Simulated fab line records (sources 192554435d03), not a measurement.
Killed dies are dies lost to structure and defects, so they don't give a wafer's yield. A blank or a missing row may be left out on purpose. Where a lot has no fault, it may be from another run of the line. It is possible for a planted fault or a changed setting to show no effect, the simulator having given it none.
A struck lot beside a sound one + flow n5_finfet + 36 steps out of a route of 1938
Sound: wafers L629.1, L629.3, L629.4. Struck: wafer L619.5 (left out: L619.4, L619.6 of the same lot, which were not struck); the cause appears at the end.
Order at every step that has rows: each side's tool, ch and its chambers, its first start. Under that, the readings that differ: sound wafers + struck wafers + difference of the means + sigmas: that difference in standard deviations of wafers without a fault.
alike: readings whose means differ by less than 2 such deviations, and words and numbers that are the same on both sides. not compared: withheld readings, readings that some wafer has no value for, bounds like >300 that may hide the same value, and numbers for which the record gives no deviation and whose values overlap.
A row with sigmas, a row that says differs or no value, or rows on one side alone: a step with any of these is where the two part. Numbers that have no deviation but don't overlap get no sigmas and don't part them. A reading missing from all wafers of one side parts the sides only when that side holds two or more wafers.

first, 11 steps without rows for these wafers: N5_BEOL_M8_DESCUM_33 (chemistry O2, time 7 s); N5_BEOL_M8_ETCH_72 (etches underlayer in N2/H2, target depth 6.5 nm, time 5.2 s); N5_BEOL_M8_ETCH_65 (etches SiARC in CF4, target depth 15.6 nm, time 26 s); N5_BEOL_M8_ETCH_66 (etches SOC in N2/H2, target depth 80 nm, overetch 16 nm, time 120 s); N5_BEOL_M8_STRIP_69 (strips in N2/H2); N5_BEOL_M8_STRIP_73 (strips in N2/H2); N5_BEOL_M8_VIA_ETCH_34 (etches SiCOH lowk in C4F6/O2, target depth 125.5 nm, time 50.5 s); N5_BEOL_M8_STRIP_76 (strips in C4F6/O2); N5_BEOL_M8_STRIP_36 (strips in N2/H2); N5_BEOL_M8_TRENCH_ETCH_37 (etches SiCOH lowk in C4F6/O2, target depth 93.478 nm, time 31.2 s); N5_BEOL_M8_ETCH_41 (etches SiCN in CH3F/O2, target depth 31.9 nm, time 57.8 s).
N5_BEOL_M8_STRIP_80: strips in N2/H2, time 10 s.
  sound on rie_diel-06 ch 0,1,2, day 14 21:35; struck on rie_diel-02 ch 3, day 12 18:21
  alike: drypump_motor_current_A, oes_product_au, rf_vpp_V, showerhead_plenum_p_Torr, throttle_valve_pct
  not compared: rf_hours_counter_h
then, 23 steps without rows for these wafers: N5_BEOL_M8_HM_STRIP_39 (strips TiN in peroxide tin strip, target depth 25 nm, time 158 s); N5_BEOL_M8_SRD_40 (time 30 s); N5_BEOL_M8_PRECLEAN_42 (cleans in residue remover, time 60 s); N5_BEOL_M8_SRD_43 (time 30 s); N5_BEOL_M8_CURE_75 (cures SiCOH lowk, time 120 s); N5_BEOL_M8_DEGAS_44 (time 60 s); N5_BEOL_M8_PRE_CLEAN_45 (time 30 s); N5_BEOL_M8_ALD_77 (deposits TaN, target thk 2 nm, pulse time 2 s, purge time 3 s); N5_BEOL_M8_SURFACE_TREAT_79; N5_BEOL_M8_CVD_78 (deposits Co from CCTBA/H2, target thk 2 nm, time 142.3 s); N5_BEOL_M8_SPUTTER_48 (material Cu, target thk 10 nm, time 1.667 s); N5_BEOL_M8_ECD_50 (material Cu, target thk 300 nm); N5_BEOL_M8_ANNEAL_51 (time 90 s); N5_BEOL_M8_CMP_52 (polishes, stops on SiCOH lowk, t overpolish 6.9 s, target thk 80 nm); N5_BEOL_M8_PRE_CLEAN_55 (time 15 s); N5_BEOL_M8_DEP_56 (deposits SiCN from 3MS/NH3, target thk 10 nm, time 17.5 s); N5_BEOL_M9_ILD_DEP_00 (deposits SiCOH lowk from DEMS/porogen, target thk 308.51 nm, time 58 s); N5_BEOL_M9_CURE_71 (cures SiCOH lowk, time 240 s); N5_BEOL_M9_PECVD_70 (deposits SiO2 from TEOS/O2, target thk 20 nm, time 22.7 s); N5_BEOL_M9_HM_DEP_02 (deposits TiN, target thk 20 nm); N5_BEOL_M9_COAT_59 (time 60 s, resist thk 100 nm); N5_BEOL_M9_COAT_60 (time 60 s, resist thk 30 nm); N5_BEOL_M9_COAT_05 (resist thk 90 nm).
-- a jump in the record: the struck wafers' starts before and after are 3 days apart (it breaks off in module BEOL_M9 and resumes in module PASSIVATION, where the first step shown is number 1936 of the route) --
N5_PASSIVATION_PROBE_49:
  the record has rows for the struck wafers here (prober-02, day 15 10:25) and none for the sound ones

== WHERE THEY PART ==
Within this record, at N5_PASSIVATION_PROBE_49 only.

WHY: whatever the simulator had introduced
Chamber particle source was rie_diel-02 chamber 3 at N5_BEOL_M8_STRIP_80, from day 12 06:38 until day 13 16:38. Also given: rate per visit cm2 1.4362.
